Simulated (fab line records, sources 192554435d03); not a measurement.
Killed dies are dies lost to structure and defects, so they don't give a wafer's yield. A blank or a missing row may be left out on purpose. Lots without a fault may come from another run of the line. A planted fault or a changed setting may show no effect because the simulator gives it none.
fab line records | flow n5_finfet
record lots=11 wafers=33 last_day=17
route steps=1938 shown BEOL_M10@1514 MIM_BOT_ETCH@1869 PASSIVATION@1929
lots that met no fault: from a run of the same line without faults
start_h: hours from the record's first day to the start of the lot's first wafer shown | wait_h: hours since the lot's step before | " the same as in the row above | L1.1+2: a row that stands for several wafers | - no value, or no start given | * or withheld: withheld | < > ~ a bound
route shown NAME@n: a module of which the file shows steps, and the number in the route of the first | usual: mean/standard deviation of fault-free wafers | same: alike in all rows | chamber/n: place in a boat | sites: the reading at each site | _std_site: their standard deviation | _edge_site: outer sites' mean less inner sites' | radius_mm: how far each site lies from the wafer's centre | mask NAME#n: copy n | behind: the tool/chamber that last shaped the wafer | hold: why the lot was held/for how many hours/how that ended | device: the transistor (n, p or np) that didn't switch | end of line: the same wafers' tests at the end of the route | a step without rows: its recipe alone | killed: dies lost to structure and defects at the first sort, not the wafer's yield | map: a wafer's dies, x killed, . not, _ none there
set.NAME: the setting as run; set.NAME@STEP: as run at that earlier step | model.NAME: the simulator's own value behind a step, which no gauge read
steps of the route over a sample of lots; a table a step, a row a wafer
services: from which hour (start_h, from the record's first day; less than 0 if before it) a tool's chamber was out of use, for how many hours, and why
## steps
# step N5_BEOL_M10_STRIP_77
# recipe chemistry=N2/H2 time_s=10 power_w=450 temp_c=40 pressure_mtorr=20 rf_frequency_hz=6e+07 bias_power_w=7 n2_flow_sccm=200 h2_flow_sccm=200
# usual drypump_motor_current_A=5.8/0.47 h2_flow_sccm=200.0/0.64 oes_product_au=0.84/0.068 rf_vpp_V=59.1/0.85 showerhead_plenum_p_Torr=2.56/0.067 throttle_valve_pct=23.6/0.32
# columns lot.wafer tool chamber start_h wait_h drypump_motor_current_A h2_flow_sccm oes_product_au rf_hours_counter_h rf_vpp_V showerhead_plenum_p_Torr throttle_valve_pct
L352.2 rie_diel-03 1 214.28 - 6.0 200.0 0.84 57 57.8 2.47 23.7
L352.3 " 0 " " 5.9 200.5 0.91 29 58.8 2.58 23.8
L352.6 " 2 " " 5.3 199.7 0.87 - 58.1 2.59 23.7
L353.2 rie_diel-06 3 222.77 - 5.7 199.4 0.74 194 55.6 2.53 24.2
L353.5 " 2 " " 5.6 199.1 0.96 - 59.1 2.61 23.8
L353.6 " 3 " " 5.7 200.4 0.74 - 58.3 2.53 24.3
L357.1 rie_diel-06 0 245.67 - 5.2 199.6 0.76 161 60.3 2.65 23.9
L357.2 " 2 " " 5.5 199.9 0.92 15 59.1 2.60 23.8
L357.4 " 1 " " 6.1 200.6 0.85 61 59.2 2.69 23.4
L358.1 rie_diel-01 0 256.21 - 6.7 200.6 0.90 26 58.4 2.60 23.3
L358.3 " 1 " " 6.4 199.7 0.81 99 58.4 2.55 23.1
L358.4 " 1 " " 6.4 200.0 0.82 - 60.1 2.55 23.1
L361.1 rie_diel-03 0 281.61 - 5.9 199.6 0.87 51 59.0 2.57 23.8
L361.5 " 2 " " 5.3 201.0 0.85 - 59.2 2.58 23.7
L361.6 " 1 " " 6.0 200.6 0.81 - 58.0 2.46 23.7
L364.1 rie_diel-06 0 291.85 - 5.1 200.5 0.76 177 58.9 2.64 23.9
L364.2 " 2 " " 5.6 199.6 0.90 31 58.9 2.60 23.8
L364.5 " 2 " " 5.6 199.7 0.89 - 61.3 2.60 23.8
L363.1 rie_diel-06 3 293.30 - 5.7 200.4 0.72 220 58.3 2.52 24.3
L363.4 " 2 " " 5.6 200.1 0.90 32 58.8 2.60 23.8
L363.5 " 3 " " 5.7 199.6 0.72 - 59.6 2.52 24.3
L367.1 rie_diel-01 2 306.54 - 5.3 200.4 0.90 24 58.0 2.49 23.5
L367.2 " 1 " " 6.4 199.4 0.81 111 58.9 2.54 23.1
L367.4 " 3 " " 5.5 199.0 0.95 10 59.7 2.49 23.8
L368.3 rie_diel-03 3 325.27 - 5.7 200.5 0.86 59 60.1 2.47 23.5
L368.4 " 0 " " 5.9 199.5 0.84 66 58.8 2.56 23.8
L368.6 " 0 " " 5.9 200.3 0.85 - 59.1 2.56 23.9
L371.2 rie_diel-01 3 343.86 - 5.4 200.7 0.94 23 58.3 2.49 23.8
L371.5 " 3 " " 5.5 200.4 0.93 - 58.9 2.49 23.8
L371.6 " 2 " " 5.3 200.1 0.89 - 58.7 2.49 23.6
L372.1 rie_diel-01 2 355.01 - 5.3 200.3 0.88 40 60.5 2.48 23.6
L372.4 " 0 " " 6.7 199.9 0.86 57 58.9 2.59 23.4
L372.6 " 3 " " 5.5 199.2 0.92 - 59.0 2.49 23.8
# step N5_MIM_BOT_ETCH_STRIP_01
# recipe chemistry=O2 power_w=600 temp_c=60 pressure_mtorr=30 rf_frequency_hz=6e+07 bias_power_w=0 overash_fraction=0.5 o2_flow_sccm=225
# usual drypump_motor_current_A=5.8/0.47 oes_product_au=0.84/0.063 rf_vpp_V=3.5/1.3 showerhead_plenum_p_Torr=2.09/0.053 throttle_valve_pct=16.58/0.19
# columns lot.wafer tool chamber start_h wait_h drypump_motor_current_A oes_product_au rf_hours_counter_h rf_vpp_V showerhead_plenum_p_Torr throttle_valve_pct
L352.2 rie_diel-01 2 260.23 0.2 5.3 0.95 12 3.4 2.05 16.43
L352.3 " 1 " " 6.4 0.82 101 0.5 2.10 16.31
L352.6 " 1 " " 6.4 0.80 - 5.8 2.10 16.33
L353.2 rie_diel-01 0 275.60 0.1 6.7 0.89 34 5.2 2.15 16.60
L353.5 " 2 " " 5.3 0.89 - 4.8 2.04 16.42
L353.6 " 3 " " 5.4 0.99 - 2.5 2.06 16.46
L357.1 rie_diel-03 2 288.73 0.4 5.3 0.84 66 2.7 2.12 16.68
L357.2 " 1 " " 6.0 0.82 79 2.7 2.03 16.65
L357.4 " 2 " " 5.3 0.84 - 4.5 2.12 16.65
L358.1 rie_diel-03 3 295.71 0.2 5.7 0.87 47 4.7 2.04 16.32
L358.3 " 1 " " 6.0 0.80 83 2.1 2.03 16.66
L358.4 " 2 " " 5.3 0.85 70 4.6 2.12 16.70
L361.1 rie_diel-01 2 326.65 0.1 5.3 0.86 31 2.5 2.04 16.48
L361.5 " 3 " " 5.4 0.93 - 2.5 2.06 16.50
L361.6 " 0 " " 6.7 0.88 - 5.6 2.15 16.58
L364.1 rie_diel-03 3 328.28 0.2 5.7 0.86 60 5.0 2.03 16.32
L364.2 " 0 " " 5.9 0.85 67 3.0 2.12 16.73
L364.5 " 3 " " 5.7 0.85 - 1.9 2.03 16.33
L363.1 rie_diel-06 2 330.78 0.1 5.5 0.91 45 4.2 2.13 16.55
L363.4 " 0 " " 5.1 0.74 189 3.6 2.14 16.68
L363.5 " 1 " " 6.0 0.81 - 2.2 2.23 16.65
L367.1 rie_diel-01 1 356.49 0.2 6.4 0.79 128 3.9 2.09 16.35
L367.2 " 3 " " 5.5 0.91 27 2.0 2.05 16.43
L367.4 " 0 " " 6.7 0.86 57 1.7 2.14 16.62
L368.3 rie_diel-03 0 366.04 0.1 5.8 0.84 80 2.6 2.12 16.80
L368.4 " 1 " " 6.0 0.76 109 2.9 2.02 16.74
L368.6 " 2 " " 5.3 0.80 - 2.7 2.11 16.77
L371.2 rie_diel-01 2 384.52 0.1 5.3 0.84 49 4.0 2.03 16.50
L371.5 " 2 " " 5.3 0.86 - 5.3 2.03 16.50
L371.6 " 1 " " 6.4 0.78 - 6.4 2.09 16.35
L372.1 rie_diel-03 2 395.05 0.2 5.3 0.78 105 3.3 2.11 16.76
L372.4 " 3 " " 5.7 0.85 81 5.7 2.03 16.37
L372.6 " 3 " " 5.8 0.82 - 2.9 2.03 16.43
# step N5_PASSIVATION_PASS_ETCH_47
# recipe chemistry=CF4/O2 target=SiNx target_depth_a=7700 time_s=385 ion_energy_ev=100 pressure_mtorr=40 source_w=535 bias_w=49 Ar_flow_sccm=100 cf4_flow_sccm=100 O2_flow_sccm=10
# usual drypump_motor_current_A=5.7/0.4 oes_product_au=0.82/0.064 rf_fwd_power_W=533.9/1.6 rf_vpp_V=240/3.8 showerhead_plenum_p_Torr=2.22/0.057 throttle_valve_pct=15.84/0.21
# columns lot.wafer tool chamber start_h wait_h drypump_motor_current_A oes_product_au rf_fwd_power_W rf_hours_counter_h rf_vpp_V showerhead_plenum_p_Torr throttle_valve_pct
L352.2 rie_diel-06 0 267.54 0.0 5.1 0.76 536.5 168 245 2.28 15.96
L352.3 " 1 " " 6.0 0.84 534.8 67 241 2.33 15.66
L352.6 " 0 " " 5.1 0.77 534.7 - 244 2.29 15.97
L353.2 rie_diel-03 2 283.78 0.0 5.3 0.83 536.2 63 238 2.22 15.88
L353.5 " 1 " " 6.0 0.82 532.2 - 237 2.15 15.86
L353.6 " 2 " " 5.3 0.83 533.4 - 238 2.22 15.86
L357.1 rie_diel-06 0 294.01 0.0 5.1 0.75 532.3 178 247 2.28 15.97
L357.2 " 2 " " 5.5 0.91 534.1 32 242 2.25 15.74
L357.4 " 1 " " 6.1 0.82 535.3 77 241 2.32 15.66
L358.1 rie_diel-01 1 301.51 0.0 6.4 0.81 533.2 110 241 2.21 15.56
L358.3 " 2 " " 5.3 0.91 533.5 23 234 2.16 15.71
L358.4 " 0 " " 6.7 0.87 532.1 38 237 2.24 15.71
L361.1 rie_diel-01 3 331.31 0.0 5.5 0.92 532.9 18 239 2.16 15.65
L361.5 " 0 " " 6.7 0.86 534.7 - 236 2.24 15.73
L361.6 " 1 " " 6.4 0.81 532.2 - 242 2.21 15.58
L364.1 rie_diel-06 3 336.00 0.0 5.7 0.72 537.4 235 237 2.17 16.37
L364.2 " 2 " " 5.6 0.88 534.1 47 242 2.24 15.77
L364.5 " 1 " " 6.0 0.82 536.0 - 242 2.32 15.69
L363.1 rie_diel-01 1 336.20 0.0 6.4 0.81 533.6 123 241 2.21 15.60
L363.4 " 3 " " 5.5 0.92 533.4 21 238 2.16 15.65
L363.5 " 2 " " 5.3 0.88 533.6 - 234 2.16 15.73
L367.1 rie_diel-03 3 363.42 0.0 5.7 0.85 531.5 70 234 2.14 15.57
L367.2 " 1 " " 6.0 0.79 530.6 108 235 2.14 15.93
L367.4 " 2 " " 5.3 0.80 533.6 94 238 2.21 15.92
L368.3 rie_diel-06 0 373.86 0.0 5.1 0.73 533.1 205 246 2.27 16.03
L368.4 " 2 " " 5.5 0.86 531.8 61 243 2.24 15.79
L368.6 " 0 " " 5.1 0.73 536.7 - 246 2.27 16.04
L371.2 rie_diel-06 1 390.20 0.0 6.0 0.79 536.7 112 241 2.31 15.73
L371.5 " 2 " " 5.6 0.85 533.3 - 243 2.24 15.79
L371.6 " 0 " " 5.1 0.73 531.8 - 247 2.27 16.04
L372.1 rie_diel-06 2 400.63 0.0 5.6 0.85 532.9 74 241 2.24 15.81
L372.4 " 0 " " 5.1 0.72 536.5 217 246 2.27 16.06
L372.6 " 3 " " 5.7 1.01 536.6 - 236 2.17 15.95
# step N5_PASSIVATION_PROBE_49
# usual defect_limited_yield=91.6/1.6 killed_at_M0_to_M3=31/10 killed_at_M4_up=14/6.3 killed_at_contacts=12/6.1 killed_at_front_end=39/12 killed_at_other=3.7/2.8 killed_dies=100/19 killed_open=66/14 killed_short=33/8.1 sort_bin_5_function=5.0/1.1 sort_bin_6_memory=3.2/0.66 sort_n_pass=1080/18 sort_yield_pct=91.6/1.6
# same gross_dies=1180 killed_at_back_side=0 sort_bin_4_leakage[%]=0 sort_bin_8_speed[%]=0
# columns lot.wafer tool chamber start_h wait_h defect_limited_yield[%] killed_at_M0_to_M3 killed_at_M4_up killed_at_contacts killed_at_front_end killed_at_other killed_dies killed_open killed_short sort_bin_5_function[%] sort_bin_6_memory[%] sort_n_pass sort_yield_pct[%]
L371.2 prober-01 - 393.25 0.1 80.1 44 137 8 34 12 235 76 37 12.4 5.3 945 80.1
L371.5 prober-01 - 393.40 0.2 84.2 17 123 8 38 0 186 50 20 9.9 4.2 994 84.2
L371.6 prober-01 - 393.45 0.3 79.7 44 130 15 42 8 239 72 45 13.2 4.3 941 79.7
L372.1 prober-02 - 404.40 0.0 84.2 19 124 3 36 4 186 55 23 10.7 3.4 994 84.2
L372.4 prober-02 - 404.55 0.2 84.1 20 128 6 32 2 188 55 25 9.7 4.1 992 84.1
L372.6 prober-02 - 404.65 0.3 83.9 24 127 13 25 1 190 48 30 10.7 3.1 990 83.9
# killed by level:class
L371.2 BEOL_M10:unspecified=119 BEOL_M0_SAQP:geometric_particle:short=14 BEOL_M0_SAQP:geometric_particle:open=13 STI_FIN_REVEAL:geometric_particle:open=9 FIN_SAQP:geometric_particle:open=8 MOL_CONTACT_COAG:geometric_particle:open=8 BEOL_M1:geometric_particle:open=7 BEOL_M4:geometric_particle:open=6
L371.5 BEOL_M10:unspecified=111 STI_FIN_REVEAL:geometric_particle:open=15 MOL_CONTACT_COAG:geometric_particle:open=7 BEOL_M0_SAQP:geometric_particle:short=7 FIN_SAQP:geometric_particle:open=4 DUMMY_GATE:geometric_particle:open=4 GATE_CUT:geometric_particle:open=4 BEOL_M1:geometric_particle:open=4
L371.6 BEOL_M10:unspecified=121 STI_FIN_REVEAL:geometric_particle:open=19 BEOL_M0_SAQP:geometric_particle:short=15 BEOL_M1:geometric_particle:open=13 MOL_CONTACT_COAG:geometric_particle:open=10 BEOL_M0_SAQP:geometric_particle:open=9 FIN_SAQP:geometric_particle:open=6 STI_FIN_REVEAL:geometric_particle:short=5
L372.1 BEOL_M10:unspecified=107 FIN_SAQP:geometric_particle:open=7 BEOL_M1:geometric_particle:open=7 BEOL_M5:geometric_particle:open=7 GATE_CUT:geometric_particle:open=5 FIN_SAQP:geometric_particle:short=4 BEOL_M4:geometric_particle:open=4 STARTING-WAFER:geometric_particle:open=4
L372.4 BEOL_M10:unspecified=106 BEOL_M4:geometric_particle:open=10 FIN_SAQP:geometric_particle:open=8 BEOL_M5:geometric_particle:open=7 MOL_CONTACT_COAG:geometric_particle:open=6 BEOL_M0_SAQP:geometric_particle:short=5 FIN_CUT:geometric_particle:short=4 STI_FIN_REVEAL:geometric_particle:open=4
L372.6 BEOL_M10:unspecified=112 MOL_CONTACT_COAG:geometric_particle:open=10 BEOL_M1:geometric_particle:open=7 BEOL_M0_SAQP:geometric_particle:short=6 FIN_SAQP:geometric_particle:short=5 FIN_SAQP:geometric_particle:open=5 BEOL_M4:geometric_particle:open=5 BEOL_M5:geometric_particle:open=4
## services
# columns tool chamber start_h hours kind
rie_diel-01 2 210.24 - clean
rie_diel-01 2 210.24 - consumable_replace:focus_ring
rie_diel-01 2 210.24 15.4 scheduled_down
rie_diel-01 2 210.24 15.4 vent_cycle
rie_diel-03 - 221.21 0.3 repair
rie_diel-01 3 247.96 - clean
rie_diel-01 3 247.96 - consumable_replace:focus_ring
rie_diel-01 3 247.96 16.2 scheduled_down
rie_diel-01 3 247.96 16.2 vent_cycle
rie_diel-03 1 267.61 8.5 repair
rie_diel-01 - 282.13 15.6 pm
rie_diel-03 0 288.61 3.7 repair
rie_diel-06 - 319.09 2.8 pm
rie_diel-06 3 347.85 6.3 repair
rie_diel-03 1 374.86 2.7 repair
rie_diel-06 3 383.39 - clean
rie_diel-06 3 383.39 - consumable_replace:focus_ring
rie_diel-06 3 383.39 14.8 scheduled_down
rie_diel-06 3 383.39 14.8 vent_cycle
## key
first_sign step=N5_PASSIVATION_PROBE_49 reading=killed_at_M4_up direction=up sigmas=18 usual=14 struck=128
effect step=N5_PASSIVATION_PROBE_49 reading=defect_limited_yield direction=down sigmas=5.6 usual=91.6 struck=82.7
more_kills_born_at N5_BEOL_M10_STRIP_77@rie_diel-01=675
met_at N5_BEOL_M10_STRIP_77
struck_lots L371,L372
not_acting_at N5_MIM_BOT_ETCH_STRIP_01,N5_PASSIVATION_PASS_ETCH_47
onset_between 306.54 343.86
also_fits time
fault kind=chamber_particle_source tool=rie_diel-01 chamber=- onset_h=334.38 steps=N5_BEOL_M10_STRIP_77 rate_per_visit_cm2=0.71755 end_h=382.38
